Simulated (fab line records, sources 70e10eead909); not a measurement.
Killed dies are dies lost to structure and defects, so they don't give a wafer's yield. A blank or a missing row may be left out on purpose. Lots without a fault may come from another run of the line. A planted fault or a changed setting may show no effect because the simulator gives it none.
Chamber matching | flow nand_harc | NHARC_A_BLC_STRIP_21 on rie_diel-09: 4 sister chambers
The step strips in O2. 30 wafers are shown with their chamber, then 12 later ones without.

WAFERS WITH THEIR CHAMBER
wafer  | chamber | showerhead_plenum_p_Torr (Torr) | drypump_motor_current_A (A) | rf_vpp_V (V)
L074.2 | 2       | 3.51                            | 6.1                         | 57.6
L074.3 | 3       | 3.76                            | 5.3                         | 57.9
L074.6 | 1       | 3.30                            | 6.6                         | 55.4
L076.2 | 2       | 3.50                            | 6.1                         | 58.1
L076.4 | 1       | 3.30                            | 6.6                         | 56.9
L076.6 | 3       | 3.76                            | 5.2                         | 58.8
L079.3 | 0       | 3.50                            | 5.0                         | 57.6
L079.5 | 0       | 3.50                            | 5.0                         | 56.4
L079.6 | 3       | 3.76                            | 5.2                         | 57.3
L081.2 | 0       | 3.50                            | 5.0                         | 57.4
L081.3 | 2       | 3.50                            | 6.1                         | 58.3
L081.5 | 1       | 3.30                            | 6.6                         | 55.9
L084.4 | 3       | 3.76                            | 5.3                         | 58.7
L084.5 | 3       | 3.76                            | 5.2                         | 59.3
L084.6 | 0       | 3.50                            | 5.0                         | 58.8
L086.2 | 1       | 3.30                            | 6.6                         | 55.2
L086.5 | 3       | 3.76                            | 5.2                         | 57.9
L086.6 | 2       | 3.50                            | 6.1                         | 57.4
L085.2 | 1       | 3.30                            | 6.6                         | 59.6
L085.5 | 1       | 3.30                            | 6.6                         | 57.3
L085.6 | 2       | 3.50                            | 6.1                         | 57.6
L087.2 | 0       | 3.50                            | 5.0                         | 56.9
L087.5 | 2       | 3.50                            | 6.1                         | 57.1
L087.6 | 3       | 3.75                            | 5.3                         | 58.2
L088.1 | 1       | 3.30                            | 6.6                         | 57.4
L088.4 | 2       | 3.50                            | 6.1                         | 57.2
L088.6 | 0       | 3.50                            | 5.0                         | 58.2
L090.3 | 3       | 3.75                            | 5.3                         | 59.1
L090.4 | 2       | 3.50                            | 6.1                         | 57.6
L090.6 | 2       | 3.50                            | 6.1                         | 58.2

SIGNATURES (means of the wafers above)
reading                  | chamber 0 | chamber 1 | chamber 2 | chamber 3 | scatter within a chamber
showerhead_plenum_p_Torr | 3.5000    | 3.3000    | 3.5011    | 3.7575    | 0.00303
drypump_motor_current_A  | 5.000     | 6.600     | 6.100     | 5.250     | 0.0277
rf_vpp_V                 | 57.550    | 56.814    | 57.678    | 58.400    | 0.927
Rule: a wafer's distance from a chamber is the root of the sum, over the readings, of the square of ((its reading less the chamber's mean) divided by the reading's scatter). The wafer belongs to the nearest chamber; if the next one is less than 2 further off, it can't be placed. The scatter: the root of (the sum of the squares of (reading less its chamber's mean) over the shown wafers, divided by (wafers less chambers)).

WAFERS WITHOUT THEIR CHAMBER
wafer  | showerhead_plenum_p_Torr (Torr) | drypump_motor_current_A (A) | rf_vpp_V (V)
L093.1 | 3.30                            | 6.6                         | 58.3
L093.2 | 3.50                            | 6.1                         | 57.1
L093.6 | 3.50                            | 6.1                         | 58.0
L092.2 | 3.50                            | 6.1                         | 57.6
L092.3 | 3.75                            | 5.3                         | 58.1
L092.5 | 3.50                            | 6.1                         | 59.1
L092.1 | 3.30                            | 6.6                         | 56.0
L092.4 | 3.49                            | 5.0                         | 57.5
L092.6 | 3.75                            | 5.2                         | 58.6
L096.2 | 3.49                            | 5.0                         | 57.8
L096.3 | 3.49                            | 6.1                         | 57.8
L096.4 | 3.30                            | 6.6                         | 57.2

WHICH CHAMBER EACH WENT THROUGH
wafer  | from the rows above | in truth
L093.1 | 1                   | 1
L093.2 | 2                   | 2
L093.6 | 2                   | 2
L092.2 | 2                   | 2
L092.3 | 3                   | 3
L092.5 | 2                   | 2
L092.1 | 1                   | 1
L092.4 | 0                   | 0
L092.6 | 3                   | 3
L096.2 | 0                   | 0
L096.3 | 2                   | 2
L096.4 | 1                   | 1
Placed correctly: 12 of 12. Can't be placed from these rows: 0. Placed wrongly: 0.
